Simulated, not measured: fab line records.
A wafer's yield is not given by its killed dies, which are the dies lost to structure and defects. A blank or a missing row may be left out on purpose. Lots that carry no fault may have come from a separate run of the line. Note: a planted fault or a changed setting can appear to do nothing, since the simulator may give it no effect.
A struck lot beside a sound one ; flow nand_harc ; 14 steps out of a route of 1159
Sound: wafers L557.1, L557.2, L557.6. Struck: wafer L573.2 (left out: L573.4, L573.6 of the same lot, which were not struck); the cause appears at the end.
For every step that has rows: the tool of each side, followed by ch and its chambers, followed by its first start. Under that, the readings that differ: sound wafers ; struck wafers ; difference of the means ; sigmas: that difference in standard deviations of wafers without a fault.
alike: readings whose means differ by less than 2 such deviations, and words and numbers that are the same on both sides. not compared: withheld readings, readings that some wafer has no value for, bounds like >300 that may hide the same value, and numbers for which the record gives no deviation and whose values overlap.
Wherever a step has rows on one side only, a row that says differs or no value, or a row with sigmas, the two part there. When numbers do not overlap yet have no deviation, they are printed without sigmas and do not part them. A reading missing from all wafers of one side parts the sides only when that side holds two or more wafers.

first, 4 steps without rows for these wafers: NHARC_P_BONDPAD_EBR_05; NHARC_P_BONDPAD_EXPOSE_06 (exposes mask P BPAD); NHARC_P_BONDPAD_PEB_07 (peb time 80 s); NHARC_P_BONDPAD_DEVELOP_08 (time 50 s).
NHARC_P_BONDPAD_CD_MEAS_09: target cd 500 nm.
  sound on cd_sem-01 ch 0, day 6 11:00; struck on cd_sem-02 ch 0, day 10 06:34
  alike: cd_nm
NHARC_P_BONDPAD_OVL_MEAS_38:
  sound on overlay-02 at day 6 11:06; struck on overlay-01 at day 10 06:38
reading;sound;struck;difference;sigmas
overlay_y_nm (nm);-5 -5 -5;5;+10;+2
  alike: overlay_x_nm
then, 1 step without rows for these wafers: NHARC_P_BONDPAD_HARDBAKE_10 (time 65 s).
NHARC_P_BONDPAD_DESCUM_11: chemistry O2, time 3 s.
  sound on rie_diel-04 ch 0,1,2, day 6 11:13; struck on rie_diel-04 ch 1, day 10 06:46
  alike: drypump_motor_current_A, mfc_ar_sccm, oes_product_au, rf_vpp_V, showerhead_plenum_p_Torr, throttle_valve_pct
  not compared: rf_hours_counter_h
NHARC_P_BONDPAD_ETCH_37: etches the open film in N2/H2, target depth 60 nm, overetch 18 nm, time 65.91 s.
  sound on rie_diel-04 ch 0,2,3, day 6 11:19; struck on rie_diel-04 ch 3, day 10 06:51
  alike: drypump_motor_current_A, h2_flow_sccm, mfc_ar_sccm, oes_product_au, rf_vpp_V, run_length_s, showerhead_plenum_p_Torr, throttle_valve_pct
  not compared: rf_hours_counter_h
NHARC_P_BONDPAD_ETCH_12: etches the open film in CHF3/O2, target depth 200 nm, time 100 s.
  sound on rie_diel-04 ch 0,1,2; struck on rie_diel-04 ch 3
reading;sound;struck;difference;sigmas
mfc_ar_sccm (sccm);199.3 200.2 199.7;201.0;+1.3;+2
  alike: drypump_motor_current_A, oes_product_au, rf_vpp_V, run_length_s, showerhead_plenum_p_Torr, throttle_valve_pct
  not compared: rf_hours_counter_h
NHARC_P_BONDPAD_CD_MEAS_13:
  sound on cd_sem-02 at day 6 11:32; struck on cd_sem-01 at day 10 07:05
  alike: cd_nm
NHARC_P_BONDPAD_STRIP_15: strips in O2.
  sound on rie_diel-04 ch 2,3, day 6 11:37; struck on rie_diel-04 ch 1, day 10 07:13
  alike: drypump_motor_current_A, mfc_ar_sccm, oes_product_au, rf_vpp_V, showerhead_plenum_p_Torr, throttle_valve_pct
  not compared: rf_hours_counter_h
NHARC_P_BONDPAD_ETCH_24: etches the open film in CF4/N2, target depth 30 nm, time 72.99 s.
  sound on rie_diel-04 ch 0,2,3, day 6 11:46; struck on rie_diel-04 ch 2, day 10 07:22
reading;sound;struck;difference;sigmas
mfc_ar_sccm (sccm);149.8 149.5 149.5;150.5;+0.9;+2
run_length_s (s);94.6 94.5 94.3;74.8;-19.7;-50
  alike: cf4_flow_sccm, drypump_motor_current_A, oes_product_au, rf_vpp_V, showerhead_plenum_p_Torr, throttle_valve_pct
  not compared: rf_hours_counter_h
then, 1 step without rows for these wafers: NHARC_P_BONDPAD_STRIP_16 (strips in post etch residue remover, time 600 s).

## WHERE THEY PART
At NHARC_P_BONDPAD_OVL_MEAS_38 first; at NHARC_P_BONDPAD_ETCH_24 last (within this record only).

WHY: what the simulator had put in
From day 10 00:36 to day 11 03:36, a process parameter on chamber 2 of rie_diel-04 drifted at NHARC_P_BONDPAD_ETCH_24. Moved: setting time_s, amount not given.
